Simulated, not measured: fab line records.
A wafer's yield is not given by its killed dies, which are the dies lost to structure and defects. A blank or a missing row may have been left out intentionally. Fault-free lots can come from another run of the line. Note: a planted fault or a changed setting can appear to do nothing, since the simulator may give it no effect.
fab line records + flow n5-finfet
record:
- lots: 11
- wafers: 29
- last-day: 18
route steps=1938 shown BEOL_M2@904 BEOL_M3@934 BEOL_M4@1111 PASSIVATION@1936
lots untouched by any fault: they come from a run of this same line in which no faults occurred
start-h: the number of hours between the record's first day and the start of the first shown wafer of the lot + wait-h: hours from the lot's prior step to this one + " unchanged from the row above + L1.1+2: a row that stands for several wafers + - value missing, or start not given + * or withheld: withheld + < > ~ a bound
route shown NAME@n: NAME is a module with steps in the file, n the number in the route of the first one + usual: mean/standard deviation taken from wafers without a fault + same: alike in all rows + chamber/n: place in a boat + sites: readings site by site + _std_site: the standard deviation of these + _edge_site: the outer-site mean with the inner-site mean subtracted + radius-mm: how far each site lies from the wafer's centre + mask NAME#n: copy n + behind: the most recent tool/chamber to have shaped the wafer + hold: why the lot went on hold/how many hours it stayed there/how the hold came to an end + device: names the non-switching transistor (n, p or np) + end of line: the same wafers' tests at the end of the route + where a step has no rows: the recipe by itself + killed: dies lost to structure and defects at the first sort, not the wafer's yield + map: per-die view of a wafer (x killed, . not killed, _ where there is no die)
set.NAME: the run value of the setting; set.NAME@STEP: its run value at that earlier step + model.NAME: the simulator's own value behind a step, which no gauge read
one table for each step of the route and one row for each wafer, over a sample of lots
== steps ==
step: N5_BEOL_M2_SPUTTER_48
recipe:
- material: Cu
- target-thk-a: 45
- temp-c: -20
- chamber-pressure-pa: 0.07
- power-w: withheld
- time-s: 8.29
usual:
- chuck-gas-flow-sccm: 1.27/0.055
- throttle-valve-pct: 29.7/0.85
| lot.wafer | tool           | chamber | start-h | wait-h | chuck-gas-flow-sccm | throttle-valve-pct |
|-----------|----------------|---------|---------|--------|---------------------|--------------------|
| L358.1    | pvd-sputter-01 | -       | 137.71  | 0.1    | 1.19                | 29.1               |
| L358.2    | "              | -       | "       | "      | 1.25                | 30.3               |
| L358.3    | "              | -       | "       | "      | 1.22                | 29.4               |
| L361.5    | pvd-sputter-01 | -       | 155.74  | 0.3    | 1.26                | 30.1               |
| L361.6    | "              | -       | "       | "      | 1.18                | 29.1               |
| L360.3    | pvd-sputter-03 | -       | 157.09  | 1.6    | 1.25                | 30.1               |
| L360.4    | "              | -       | "       | "      | 1.28                | 29.4               |
| L360.5    | "              | -       | "       | "      | 1.29                | 29.4               |
| L364.2    | pvd-sputter-03 | -       | 178.48  | 0.2    | 1.31                | 30.8               |
| L364.5    | "              | -       | "       | "      | 1.20                | 29.0               |
| L367.3    | pvd-sputter-01 | -       | 190.95  | 0.2    | 1.16                | 29.5               |
| L367.4    | "              | -       | "       | "      | 1.26                | 30.2               |
| L371.2    | pvd-sputter-02 | -       | 231.78  | 0.3    | 1.32                | 30.6               |
| L371.3    | "              | -       | "       | "      | 1.25                | 31.0               |
| L371.4    | "              | -       | "       | "      | 1.30                | 28.0               |
| L372.3    | pvd-sputter-01 | -       | 234.56  | 0.2    | 1.28                | 29.5               |
| L372.4    | "              | -       | "       | "      | 1.31                | 30.0               |
| L372.5    | "              | -       | "       | "      | 1.30                | 29.0               |
| L373.2    | pvd-sputter-03 | -       | 236.09  | 0.1    | 1.26                | 30.3               |
| L373.4    | "              | -       | "       | "      | 1.30                | 29.7               |
| L373.5    | "              | -       | "       | "      | 1.27                | 30.1               |
| L376.3    | pvd-sputter-01 | -       | 253.12  | 0.1    | 1.27                | 30.8               |
| L376.4    | "              | -       | "       | "      | 1.34                | 29.8               |
| L377.2    | pvd-sputter-02 | -       | 271.76  | 0.1    | 1.35                | 30.9               |
| L377.4    | "              | -       | "       | "      | 1.33                | 30.7               |
| L377.6    | "              | -       | "       | "      | 1.29                | 29.2               |
| L381.2    | pvd-sputter-02 | -       | 289.83  | 0.2    | 1.20                | 29.1               |
| L381.5    | "              | -       | "       | "      | 1.23                | 28.9               |
| L381.6    | "              | -       | "       | "      | 1.27                | 27.7               |
step: N5_BEOL_M2_SPUTTER_92
recipe:
- material: Cu
- target-thk-a: 45
- temp-c: -20
- chamber-pressure-pa: 0.07
- power-w: withheld
- time-s: 8.29
usual:
- chuck-gas-flow-sccm: 1.26/0.054
- throttle-valve-pct: 29.8/0.84
| lot.wafer | tool           | chamber | start-h | wait-h | chuck-gas-flow-sccm | throttle-valve-pct |
|-----------|----------------|---------|---------|--------|---------------------|--------------------|
| L358.1    | pvd-sputter-01 | -       | 139.03  | 0.1    | 1.29                | 29.1               |
| L358.2    | "              | -       | "       | "      | 1.23                | 30.1               |
| L358.3    | "              | -       | "       | "      | 1.22                | 29.7               |
| L361.5    | pvd-sputter-01 | -       | 157.06  | 0.0    | 1.24                | 30.1               |
| L361.6    | "              | -       | "       | "      | 1.16                | 29.1               |
| L360.3    | pvd-sputter-03 | -       | 158.41  | 0.1    | 1.29                | 30.2               |
| L360.4    | "              | -       | "       | "      | 1.28                | 29.5               |
| L360.5    | "              | -       | "       | "      | 1.27                | 29.3               |
| L364.2    | pvd-sputter-03 | -       | 186.03  | 0.1    | 1.32                | 30.8               |
| L364.5    | "              | -       | "       | "      | 1.28                | 29.5               |
| L367.3    | pvd-sputter-01 | -       | 192.27  | 0.1    | 1.23                | 29.6               |
| L367.4    | "              | -       | "       | "      | 1.26                | 30.0               |
| L371.2    | pvd-sputter-02 | -       | 233.10  | 0.1    | 1.14                | 30.6               |
| L371.3    | "              | -       | "       | "      | 1.34                | 30.8               |
| L371.4    | "              | -       | "       | "      | 1.26                | 28.0               |
| L372.3    | pvd-sputter-01 | -       | 235.88  | 0.1    | 1.30                | 29.6               |
| L372.4    | "              | -       | "       | "      | 1.31                | 30.0               |
| L372.5    | "              | -       | "       | "      | 1.22                | 28.9               |
| L373.2    | pvd-sputter-03 | -       | 237.41  | 0.1    | 1.33                | 30.3               |
| L373.4    | "              | -       | "       | "      | 1.24                | 29.5               |
| L373.5    | "              | -       | "       | "      | 1.25                | 30.2               |
| L376.3    | pvd-sputter-01 | -       | 254.44  | 0.1    | 1.38                | 30.9               |
| L376.4    | "              | -       | "       | "      | 1.30                | 29.4               |
| L377.2    | pvd-sputter-02 | -       | 273.08  | 0.1    | 1.28                | 30.9               |
| L377.4    | "              | -       | "       | "      | 1.22                | 30.4               |
| L377.6    | "              | -       | "       | "      | 1.23                | 29.2               |
| L381.2    | pvd-sputter-02 | -       | 291.15  | 0.1    | 1.35                | 28.9               |
| L381.5    | "              | -       | "       | "      | 1.32                | 28.7               |
| L381.6    | "              | -       | "       | "      | 1.26                | 27.9               |
step: N5_BEOL_M2_ANNEAL_51
recipe:
- temp-c: 225
- time-s: 90
- ambient: N2
usual:
- anneal-temp-c-max: 226.3/0.33
- wafer_temp_C_max: 226.1/0.47
| lot.wafer | tool          | chamber | start-h | wait-h | anneal-temp-c-max | wafer_temp_C_max |
|-----------|---------------|---------|---------|--------|-------------------|------------------|
| L358.1    | rtp-anneal-01 | 0       | 139.66  | 0.1    | 225.9             | 225.8            |
| L358.2    | "             | 0       | "       | "      | 226.4             | 225.9            |
| L358.3    | "             | 0       | "       | "      | 226.1             | 225.9            |
| L361.5    | rtp-anneal-02 | 0       | 157.84  | 0.2    | 226.6             | 226.9            |
| L361.6    | "             | 0       | "       | "      | 226.5             | 226.6            |
| L360.3    | rtp-anneal-01 | 0       | 159.14  | 0.1    | 226.2             | 225.6            |
| L360.4    | "             | 0       | "       | "      | 226.4             | 225.6            |
| L360.5    | "             | 0       | "       | "      | 226.2             | 225.6            |
| L364.2    | rtp-anneal-01 | 0       | 186.94  | 0.3    | 225.9             | 226.2            |
| L364.5    | "             | 0       | "       | "      | 226.3             | 226.0            |
| L367.3    | rtp-anneal-01 | 0       | 193.00  | 0.1    | 225.6             | 226.2            |
| L367.4    | "             | 0       | "       | "      | 226.1             | 225.9            |
| L371.2    | rtp-anneal-02 | 0       | 234.19  | 0.5    | 226.5             | 227.0            |
| L371.3    | "             | 0       | "       | "      | 226.2             | 226.5            |
| L371.4    | "             | 0       | "       | "      | 226.9             | 226.0            |
| L372.3    | rtp-anneal-01 | 0       | 236.61  | 0.1    | 226.3             | 225.6            |
| L372.4    | "             | 0       | "       | "      | 226.0             | 225.8            |
| L372.5    | "             | 0       | "       | "      | 226.2             | 225.8            |
| L373.2    | rtp-anneal-01 | 0       | 238.09  | 0.1    | 226.4             | 226.0            |
| L373.4    | "             | 0       | "       | "      | 226.7             | 225.8            |
| L373.5    | "             | 0       | "       | "      | 226.5             | 226.0            |
| L376.3    | rtp-anneal-01 | 0       | 255.20  | 0.2    | 226.1             | 225.8            |
| L376.4    | "             | 0       | "       | "      | 226.5             | 226.1            |
| L377.2    | rtp-anneal-01 | 0       | 273.76  | 0.1    | 226.0             | 225.5            |
| L377.4    | "             | 0       | "       | "      | 225.9             | 225.6            |
| L377.6    | "             | 0       | "       | "      | 226.2             | 225.4            |
| L381.2    | rtp-anneal-02 | 0       | 291.98  | 0.3    | 226.8             | 226.8            |
| L381.5    | "             | 0       | "       | "      | 226.4             | 226.7            |
| L381.6    | "             | 0       | "       | "      | 226.9             | 226.8            |
step: N5_BEOL_M3_HM_DEP_02
recipe:
- material: TiN
- target-thk-a: 200
- temp-c: 25
- chamber-pressure-pa: 0.49996
usual:
- throttle-valve-pct: 29.7/0.97
| lot.wafer | tool           | chamber | start-h | wait-h | throttle-valve-pct |
|-----------|----------------|---------|---------|--------|--------------------|
| L358.1    | pvd-sputter-02 | -       | 141.85  | 1.1    | 27.9               |
| L358.2    | "              | -       | "       | "      | 30.9               |
| L358.3    | "              | -       | "       | "      | 30.4               |
| L361.5    | pvd-sputter-02 | -       | 159.25  | 0.5    | 30.9               |
| L361.6    | "              | -       | "       | "      | 28.2               |
| L360.3    | pvd-sputter-01 | -       | 162.17  | 1.8    | 29.0               |
| L360.4    | "              | -       | "       | "      | 30.0               |
| L360.5    | "              | -       | "       | "      | 29.6               |
| L364.2    | pvd-sputter-03 | -       | 189.29  | 1.4    | 29.6               |
| L364.5    | "              | -       | "       | "      | 29.6               |
| L367.3    | pvd-sputter-01 | -       | 196.61  | 2.6    | 29.5               |
| L367.4    | "              | -       | "       | "      | 30.1               |
| L371.2    | pvd-sputter-01 | -       | 236.40  | 1.2    | 30.0               |
| L371.3    | "              | -       | "       | "      | 30.7               |
| L371.4    | "              | -       | "       | "      | 29.2               |
| L372.3    | pvd-sputter-01 | -       | 237.94  | 0.4    | 29.0               |
| L372.4    | "              | -       | "       | "      | 30.3               |
| L372.5    | "              | -       | "       | "      | 31.0               |
| L373.2    | pvd-sputter-01 | -       | 239.94  | 0.9    | 30.4               |
| L373.4    | "              | -       | "       | "      | 29.5               |
| L373.5    | "              | -       | "       | "      | 30.2               |
| L376.3    | pvd-sputter-02 | -       | 256.20  | 0.0    | 30.6               |
| L376.4    | "              | -       | "       | "      | 28.9               |
| L377.2    | pvd-sputter-02 | -       | 274.82  | 0.1    | 30.9               |
| L377.4    | "              | -       | "       | "      | 30.8               |
| L377.6    | "              | -       | "       | "      | 30.8               |
| L381.2    | pvd-sputter-02 | -       | 293.06  | 0.0    | 30.5               |
| L381.5    | "              | -       | "       | "      | 27.8               |
| L381.6    | "              | -       | "       | "      | 30.7               |
step: N5_BEOL_M3_INSPECT_13
recipe:
- mode: adi
- inspect-instrument: brightfield
usual:
- raw-defect-count: 396/85
| lot.wafer | tool              | chamber | start-h | wait-h | raw-defect-count |
|-----------|-------------------|---------|---------|--------|------------------|
| L358.1    | defect-inspect-01 | -       | 142.33  | 0.1    | 380              |
| L358.2    | "                 | -       | "       | "      | 322              |
| L358.3    | "                 | -       | "       | "      | 358              |
| L361.5    | defect-inspect-02 | -       | 159.81  | 0.0    | 621              |
| L361.6    | "                 | -       | "       | "      | 589              |
| L360.3    | defect-inspect-02 | -       | 162.65  | 0.0    | 271              |
| L360.4    | "                 | -       | "       | "      | 402              |
| L360.5    | "                 | -       | "       | "      | 506              |
| L364.2    | defect-inspect-01 | -       | 189.89  | 0.0    | 322              |
| L364.5    | "                 | -       | "       | "      | 404              |
| L367.3    | defect-inspect-02 | -       | 197.09  | 0.0    | 390              |
| L367.4    | "                 | -       | "       | "      | 310              |
| L371.2    | defect-inspect-02 | -       | 237.01  | 0.0    | 1779             |
| L371.3    | "                 | -       | "       | "      | 1729             |
| L371.4    | "                 | -       | "       | "      | 1708             |
| L372.3    | defect-inspect-01 | -       | 238.43  | 0.0    | 1659             |
| L372.4    | "                 | -       | "       | "      | 1744             |
| L372.5    | "                 | -       | "       | "      | 1669             |
| L373.2    | defect-inspect-01 | -       | 240.42  | 0.0    | 1614             |
| L373.4    | "                 | -       | "       | "      | 1527             |
| L373.5    | "                 | -       | "       | "      | 1679             |
| L376.3    | defect-inspect-01 | -       | 256.68  | 0.0    | 332              |
| L376.4    | "                 | -       | "       | "      | 289              |
| L377.2    | defect-inspect-02 | -       | 275.44  | 0.1    | 254              |
| L377.4    | "                 | -       | "       | "      | 356              |
| L377.6    | "                 | -       | "       | "      | 358              |
| L381.2    | defect-inspect-01 | -       | 293.53  | 0.0    | 403              |
| L381.5    | "                 | -       | "       | "      | 423              |
| L381.6    | "                 | -       | "       | "      | 417              |
step: N5_BEOL_M4_RC_MEAS_101
usual:
- DIBL_N: 37.4/2.1
- DIBL_P: 37.8/2.5
- IOFF_N: 0.19/0.045
- IOFF_P: 0.24/0.05
- ION_N: 682/16
- ION_P: 467/11
- SS_N: 71.9/0.67
- SS_P: 73.6/0.76
- VT_N: 247/3.6
- VT_P: -248/3.6
| lot.wafer | tool      | chamber | start-h | wait-h | DIBL_N[mV/V] | DIBL_P[mV/V] | IOFF_N[nA/um] | IOFF_P[nA/um] | ION_N[uA/um] | ION_P[uA/um] | SS_N[mV/dec] | SS_P[mV/dec] | VT_N[mV] | VT_P[mV] |
|-----------|-----------|---------|---------|--------|--------------|--------------|---------------|---------------|--------------|--------------|--------------|--------------|----------|----------|
| L358.1    | prober-01 | 0       | 157.99  | 0.0    | 36.8         | 38.7         | 0.19          | 0.25          | 670          | 461          | 72.3         | 75.0         | 249      | -249     |
| L358.2    | "         | 0       | "       | "      | 37.8         | 39.0         | 0.23          | 0.27          | 679          | 460          | 72.1         | 74.4         | 246      | -247     |
| L358.3    | "         | 0       | "       | "      | 33.9         | 34.3         | 0.14          | 0.17          | 664          | 451          | 71.3         | 72.5         | 251      | -252     |
| L361.5    | prober-01 | 0       | 181.68  | 0.6    | 35.5         | 36.7         | 0.14          | 0.21          | 666          | 463          | 71.5         | 73.2         | 252      | -252     |
| L361.6    | "         | 0       | "       | "      | 37.0         | 36.9         | 0.16          | 0.22          | 669          | 458          | 71.8         | 73.8         | 249      | -249     |
| L360.3    | prober-02 | 0       | 185.35  | 0.3    | 35.1         | 34.3         | 0.15          | 0.19          | 694          | 475          | 71.3         | 72.7         | 249      | -252     |
| L360.4    | "         | 0       | "       | "      | 37.9         | 36.8         | 0.19          | 0.22          | 690          | 465          | 72.0         | 73.8         | 244      | -249     |
| L360.5    | "         | 0       | "       | "      | 36.0         | 33.6         | 0.14          | 0.18          | 650          | 447          | 72.1         | 73.1         | 253      | -252     |
| L364.2    | prober-02 | 0       | 212.62  | 0.2    | 36.2         | 37.4         | 0.16          | 0.22          | 689          | 470          | 71.4         | 73.9         | 247      | -248     |
| L364.5    | "         | 0       | "       | "      | 35.6         | 36.6         | 0.16          | 0.21          | 695          | 473          | 72.0         | 73.1         | 249      | -249     |
| L367.3    | prober-01 | 0       | 216.33  | 0.3    | 40.0         | 40.1         | 0.23          | 0.26          | 670          | 451          | 72.4         | 74.1         | 248      | -248     |
| L367.4    | "         | 0       | "       | "      | 35.1         | 36.0         | 0.15          | 0.21          | 684          | 467          | 70.8         | 72.1         | 247      | -249     |
| L371.2    | prober-02 | 0       | 254.80  | 1.0    | 34.6         | 33.4         | 0.14          | 0.15          | 664          | 440          | 71.1         | 73.0         | 254      | -256     |
| L371.3    | "         | 0       | "       | "      | 38.8         | 39.6         | 0.23          | 0.23          | 696          | 459          | 72.3         | 74.1         | 244      | -251     |
| L371.4    | "         | 0       | "       | "      | 39.8         | 42.2         | 0.24          | 0.29          | 681          | 457          | 71.7         | 74.8         | 244      | -248     |
| L372.3    | prober-02 | 0       | 259.51  | 0.3    | 38.9         | 38.7         | 0.21          | 0.27          | 671          | 464          | 72.6         | 74.2         | 245      | -245     |
| L372.4    | "         | 0       | "       | "      | 41.0         | 41.4         | 0.25          | 0.33          | 671          | 463          | 73.6         | 75.0         | 244      | -241     |
| L372.5    | "         | 0       | "       | "      | 38.5         | 37.7         | 0.21          | 0.26          | 693          | 470          | 73.0         | 73.8         | 244      | -244     |
| L373.2    | prober-01 | 0       | 261.45  | 0.2    | 38.8         | 38.7         | 0.21          | 0.27          | 692          | 475          | 72.8         | 74.2         | 244      | -249     |
| L373.4    | "         | 0       | "       | "      | 40.4         | 40.0         | 0.24          | 0.29          | 675          | 460          | 72.8         | 74.3         | 248      | -247     |
| L373.5    | "         | 0       | "       | "      | 39.0         | 38.3         | 0.19          | 0.26          | 662          | 456          | 73.4         | 74.4         | 250      | -251     |
| L376.3    | prober-02 | 0       | 284.98  | 0.3    | 39.4         | 38.5         | 0.20          | 0.23          | 665          | 451          | 71.8         | 73.0         | 249      | -250     |
| L376.4    | "         | 0       | "       | "      | 41.2         | 40.6         | 0.23          | 0.26          | 698          | 469          | 72.2         | 73.4         | 246      | -249     |
| L377.2    | prober-01 | 0       | 292.49  | 0.2    | 35.8         | 34.2         | 0.13          | 0.18          | 677          | 471          | 70.6         | 72.6         | 252      | -251     |
| L377.4    | "         | 0       | "       | "      | 36.1         | 33.9         | 0.14          | 0.19          | 681          | 471          | 70.8         | 72.5         | 251      | -250     |
| L377.6    | "         | 0       | "       | "      | 38.4         | 36.6         | 0.16          | 0.22          | 673          | 465          | 71.3         | 73.1         | 252      | -249     |
| L381.2    | prober-02 | 0       | 330.09  | 0.2    | 32.9         | 33.6         | 0.11          | 0.19          | 677          | 477          | 70.8         | 72.6         | 253      | -247     |
| L381.5    | "         | 0       | "       | "      | 37.6         | 38.6         | 0.20          | 0.29          | 699          | 483          | 72.1         | 74.1         | 245      | -245     |
| L381.6    | "         | 0       | "       | "      | 31.9         | 32.6         | 0.10          | 0.18          | 665          | 468          | 71.5         | 72.6         | 257      | -248     |
step: N5_PASSIVATION_PROBE_49
usual:
- defect-limited-yield: 90.9/1.6
- killed_at_M0_to_M3: 34/10
- killed_at_M4_up: 13/5.4
- killed-at-contacts: 13/6
- killed-at-front-end: 42/13
- killed-at-other: 4/3.2
- killed-dies: 107/18
- killed-on-rim: 14/4.2
- killed-open: 69/14
- killed-short: 35/7.7
- sort_bin_4_leakage: 0.02/0.17
- sort_bin_5_function: 5.3/1
- sort_bin_6_memory: 3.3/0.75
- sort_bin_8_speed: 0.00/0.015
- sort-n-pass: 1073/19
- sort-yield-pct: 90.9/1.6
same:
- gross-dies: 1180
- killed-at-back-side: 0
| lot.wafer | tool      | chamber | start-h | wait-h | defect-limited-yield[%] | killed_at_M0_to_M3 | killed_at_M4_up | killed-at-contacts | killed-at-front-end | killed-at-other | killed-dies | killed-on-rim | killed-open | killed-short | sort_bin_4_leakage[%] | sort_bin_5_function[%] | sort_bin_6_memory[%] | sort_bin_8_speed[%] | sort-n-pass | sort-yield-pct[%] |
|-----------|-----------|---------|---------|--------|-------------------------|--------------------|-----------------|--------------------|---------------------|-----------------|-------------|---------------|-------------|--------------|-----------------------|------------------------|----------------------|---------------------|-------------|-------------------|
| L373.2    | prober-02 | -       | 357.12  | 0.1    | 82.6                    | 144                | 10              | 14                 | 35                  | 2               | 205         | 33            | 49          | 23           | 0                     | 10.2                   | 4.2                  | 0                   | 975         | 82.6              |
| L373.4    | prober-02 | -       | 357.22  | 0.2    | 80.2                    | 183                | 18              | 2                  | 27                  | 4               | 234         | 17            | 47          | 27           | 0                     | 11.2                   | 3.7                  | 0                   | 946         | 80.2              |
| L373.5    | prober-02 | -       | 357.27  | 0.2    | 84.0                    | 133                | 22              | 6                  | 23                  | 5               | 189         | 26            | 59          | 18           | 0                     | 9.3                    | 3.1                  | 0                   | 991         | 84.0              |
| L371.2    | prober-01 | -       | 357.46  | 0.1    | 80.3                    | 153                | 9               | 20                 | 45                  | 6               | 233         | 33            | 79          | 28           | 0                     | 11.3                   | 4.3                  | 0                   | 947         | 80.3              |
| L371.3    | prober-01 | -       | 357.51  | 0.1    | 81.9                    | 149                | 7               | 9                  | 34                  | 14              | 213         | 27            | 62          | 34           | 0                     | 10.6                   | 3.7                  | 0                   | 967         | 81.9              |
| L371.4    | prober-01 | -       | 357.56  | 0.2    | 79.2                    | 178                | 12              | 7                  | 45                  | 3               | 245         | 28            | 81          | 35           | 0.08                  | 12.0                   | 5.1                  | 0                   | 934         | 79.2              |
| L372.3    | prober-02 | -       | 361.36  | 0.1    | 76.9                    | 161                | 11              | 15                 | 74                  | 11              | 272         | 42            | 96          | 50           | 0                     | 12.7                   | 6.0                  | 0                   | 908         | 76.9              |
| L372.4    | prober-02 | -       | 361.41  | 0.2    | 79.0                    | 159                | 9               | 10                 | 68                  | 2               | 248         | 32            | 74          | 55           | 0                     | 12.0                   | 5.3                  | 0                   | 932         | 79.0              |
| L372.5    | prober-02 | -       | 361.46  | 0.2    | 79.7                    | 148                | 10              | 12                 | 67                  | 2               | 239         | 36            | 87          | 53           | 0                     | 10.7                   | 5.2                  | 0                   | 941         | 79.7              |
killed by level:class
L373.2 BEOL_M3:unspecified=118 FIN_CUT:area-etch=12 MOL_CONTACT_COAG:geometric-particle:open=11 BEOL_M3:geometric-particle:open=9 FIN_SAQP:geometric-particle:short=7 DUMMY_GATE:geometric-particle:open=5 BEOL_M1:geometric-particle:open=5 BEOL_M5:geometric-particle:open=4
L373.4 BEOL_M3:unspecified=157 BEOL_M4:geometric-particle:open=7 BEOL_M0_SAQP:geometric-particle:open=5 BEOL_M0_SAQP:geometric-particle:short=5 BEOL_M3:geometric-particle:open=5 BEOL_M5:geometric-particle:open=5 ILD0:geometric-particle:short=4 GATE_CUT:geometric-particle:short=4
L373.5 BEOL_M3:unspecified=111 BEOL_M2:geometric-particle:open=8 BEOL_M5:geometric-particle:open=6 STI_FIN_REVEAL:geometric-particle:open=6 FIN_SAQP:geometric-particle:short=5 MOL_CONTACT_COAG:geometric-particle:open=5 BEOL_M8:geometric-particle:open=5 BEOL_M1:geometric-particle:open=4
L371.2 BEOL_M3:unspecified=119 MOL_CONTACT_COAG:geometric-particle:open=17 BEOL_M2:geometric-particle:open=9 STI_FIN_REVEAL:geometric-particle:open=9 BEOL_M3:geometric-particle:open=9 BEOL_M0_SAQP:geometric-particle:open=8 FIN_SAQP:geometric-particle:open=7 FIN_SAQP:geometric-particle:short=6
L371.3 BEOL_M3:unspecified=107 BEOL_M2:geometric-particle:open=10 PASSIVATION:area-etch=10 BEOL_M0_SAQP:geometric-particle:short=9 FIN_SAQP:geometric-particle:open=8 MOL_CONTACT_COAG:geometric-particle:open=7 GATE_CUT:geometric-particle:short=5 BEOL_M0_SAQP:geometric-particle:open=5
L371.4 BEOL_M3:unspecified=122 FIN_SAQP:geometric-particle:open=13 BEOL_M0_SAQP:geometric-particle:open=12 BEOL_M0_SAQP:geometric-particle:short=12 BEOL_M2:geometric-particle:open=11 STI_FIN_REVEAL:geometric-particle:open=9 BEOL_M3:geometric-particle:open=7 BEOL_M1:geometric-particle:open=6
L372.3 BEOL_M3:unspecified=120 STI_FIN_REVEAL:geometric-particle:open=17 DUMMY_GATE:geometric-particle:open=13 MOL_CONTACT_COAG:geometric-particle:open=13 BEOL_M0_SAQP:geometric-particle:open=11 BEOL_M1:geometric-particle:open=11 BEOL_M0_SAQP:geometric-particle:short=10 FIN_SAQP:geometric-particle:short=7
L372.4 BEOL_M3:unspecified=117 FIN_SAQP:geometric-particle:short=17 STI_FIN_REVEAL:geometric-particle:open=13 FIN_SAQP:geometric-particle:open=10 BEOL_M0_SAQP:geometric-particle:open=9 DUMMY_GATE:geometric-particle:open=8 GATE_CUT:geometric-particle:short=8 BEOL_M1:geometric-particle:open=8
L372.5 BEOL_M3:unspecified=98 STI_FIN_REVEAL:geometric-particle:open=26 BEOL_M0_SAQP:geometric-particle:open=13 FIN_SAQP:geometric-particle:short=12 BEOL_M0_SAQP:geometric-particle:short=12 BEOL_M1:geometric-particle:open=12 MOL_CONTACT_COAG:geometric-particle:open=11 BEOL_M1:geometric-particle:short=7
== key ==
first-sign:
- step: N5_BEOL_M3_INSPECT_13
- reading: raw-defect-count
- direction: up
- sigmas: 15
- usual: 396
- struck: 1679
effect:
- step: N5_PASSIVATION_PROBE_49
- reading: killed_at_M0_to_M3
- direction: up
- sigmas: 12
- usual: 34
- struck: 156
more-kills-born-at:
- N5_BEOL_M3_HM_DEP_02@pvd-sputter-01: 1069
met-at N5_BEOL_M3_HM_DEP_02
struck-lots L371,L372,L373
baseline-loss:
- step: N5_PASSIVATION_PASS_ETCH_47
- wafers: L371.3
baseline-loss:
- step: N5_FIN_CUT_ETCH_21
- wafers: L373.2
not-acting-at N5_BEOL_M2_SPUTTER_48,N5_BEOL_M2_SPUTTER_92,N5_BEOL_M2_ANNEAL_51
onset-between 196.61 236.40
fault:
- kind: chamber-particle-source
- tool: pvd-sputter-01
- chamber: -
- onset-h: 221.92
- steps: N5_BEOL_M3_HM_DEP_02
- rate-per-visit-cm2: 2.002
- end-h: 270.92
baseline-loss: these wafers lose ten dies or more at that step, a loss of the line's own and not of a fault; the sort's usual values leave them out
